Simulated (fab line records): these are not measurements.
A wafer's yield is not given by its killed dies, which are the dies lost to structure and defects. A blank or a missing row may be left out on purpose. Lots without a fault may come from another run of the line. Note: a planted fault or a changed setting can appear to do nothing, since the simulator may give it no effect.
Chamber matching -- flow nand-harc -- 4 sister chambers for NHARC_P_STI_ETCH_15 on rie-si-06
The step etches the open film in HBr/Cl2, target depth 300 nm, time 100.1 s. 22 wafers are shown with their chamber, then 11 later ones without.

## WAFERS, EACH WITH ITS CHAMBER
wafer,chamber,drypump-motor-current-A (A),oes-product-au (a.u.),throttle-valve-pct (%)
L075.2,0,5.2,0.996,26.427
L075.3,3,5.7,0.983,26.401
L075.5,1,5.0,0.975,26.409
L076.3,2,6.1,0.994,26.402
L076.5,3,5.7,0.980,26.395
L076.6,2,6.1,1.002,26.407
L078.3,2,6.1,1.005,26.411
L078.4,1,5.0,0.976,26.408
L078.5,0,5.2,1.007,26.409
L080.3,3,5.7,0.983,26.412
L080.4,2,6.1,1.002,26.405
L080.6,0,5.2,1.017,26.410
L083.2,2,6.1,0.994,26.408
L083.3,3,5.7,0.983,26.387
L083.4,0,5.2,1.018,26.398
L084.3,3,5.7,1.000,26.398
L084.4,0,5.2,1.027,26.421
L084.6,1,5.0,0.995,26.408
L085.2,2,6.1,0.982,26.409
L085.3,0,5.2,1.007,26.413
L085.5,0,5.2,1.006,26.404
L086.4,1,4.9,0.976,26.404

SIGNATURES (means of the wafers above)
reading,chamber 0,chamber 1,chamber 2,chamber 3,scatter within a chamber
drypump-motor-current-A,5.200,4.975,6.100,5.700,0.0204
oes-product-au,1.01114,0.98050,0.99650,0.98580,0.00918
throttle-valve-pct,26.41171,26.40725,26.40700,26.39860,0.00737
Rule: distance of a wafer from a chamber = root of the sum over the readings of ((wafer's reading minus chamber's mean) / reading's scatter) squared. If the next closest chamber is less than 2 further off than the closest, the wafer can't be placed; otherwise it belongs to the closest. The scatter: the root of (the sum of the squares of (reading less its chamber's mean) over the shown wafers, divided by (wafers less chambers)).

## WAFERS WITH NO CHAMBER GIVEN
wafer,drypump-motor-current-A (A),oes-product-au (a.u.),throttle-valve-pct (%)
L086.5,6.1,0.986,26.400
L086.6,4.9,0.988,26.419
L087.3,4.9,0.974,26.419
L087.4,5.2,1.015,26.418
L087.6,5.7,0.986,26.393
L093.1,5.0,0.984,26.412
L093.5,5.7,0.985,26.413
L093.6,5.2,1.017,26.418
L097.1,5.2,1.014,26.411
L097.3,5.7,0.995,26.390
L097.5,5.2,1.001,26.404

## THE CHAMBER EACH PASSED THROUGH
wafer,from the rows above,in truth
L086.5,2,2
L086.6,1,1
L087.3,1,1
L087.4,0,0
L087.6,3,3
L093.1,1,1
L093.5,3,3
L093.6,0,0
L097.1,0,0
L097.3,3,3
L097.5,0,0
11 of 11 placed correctly. Can't be placed from these rows: 0. Placed wrongly: 0.
